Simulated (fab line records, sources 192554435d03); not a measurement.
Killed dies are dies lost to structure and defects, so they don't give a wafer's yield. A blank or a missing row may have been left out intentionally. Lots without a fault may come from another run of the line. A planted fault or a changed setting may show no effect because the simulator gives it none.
Chamber matching    flow n5-finfet    N5_FIN_SAQP_ETCH_67 on rie-diel-06: 4 sister chambers
The step etches SiNx in CH3F/O2, target depth 30 nm. 4 wafers are shown with their chamber, then 7 later ones without.

== WAFERS PAIRED WITH THEIR CHAMBERS ==
wafer   chamber  showerhead-plenum-p-Torr (Torr)
L077.4  1        1.98
L083.5  0        1.92
L085.2  3        2.10
L085.4  2        1.96

== WAFERS WITH NO CHAMBER GIVEN ==
wafer   showerhead-plenum-p-Torr (Torr)
L085.5  1.92
L095.1  1.95
L095.3  2.09
L095.5  1.97
L096.1  1.92
L096.3  1.95
L096.6  1.97

== THE CHAMBER EACH PASSED THROUGH ==
wafer   from the rows above      in truth
L085.5  0                        0
L095.1  2                        2
L095.3  3                        3
L095.5  can't be placed: 1 or 2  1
L096.1  0                        0
L096.3  2                        2
L096.6  can't be placed: 1 or 2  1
Correct placement for 5 of the 7. Unplaceable from these rows: 2, with the true chamber sitting among the candidates in 2. 0 placed wrongly.
How it was worked out, from the rows above alone: a wafer's distance from a chamber is the root of the sum, over the readings, of the square of ((its reading less the chamber's mean) divided by the reading's scatter). The wafer belongs to the nearest chamber; if the next one is less than 2 further off, it can't be placed. For every chamber, the mean is computed from those of its wafers that are shown. The scatter (one wafer shown for each chamber): square how far every hidden wafer sits from the nearest shown wafer, average those squares and take the square root.
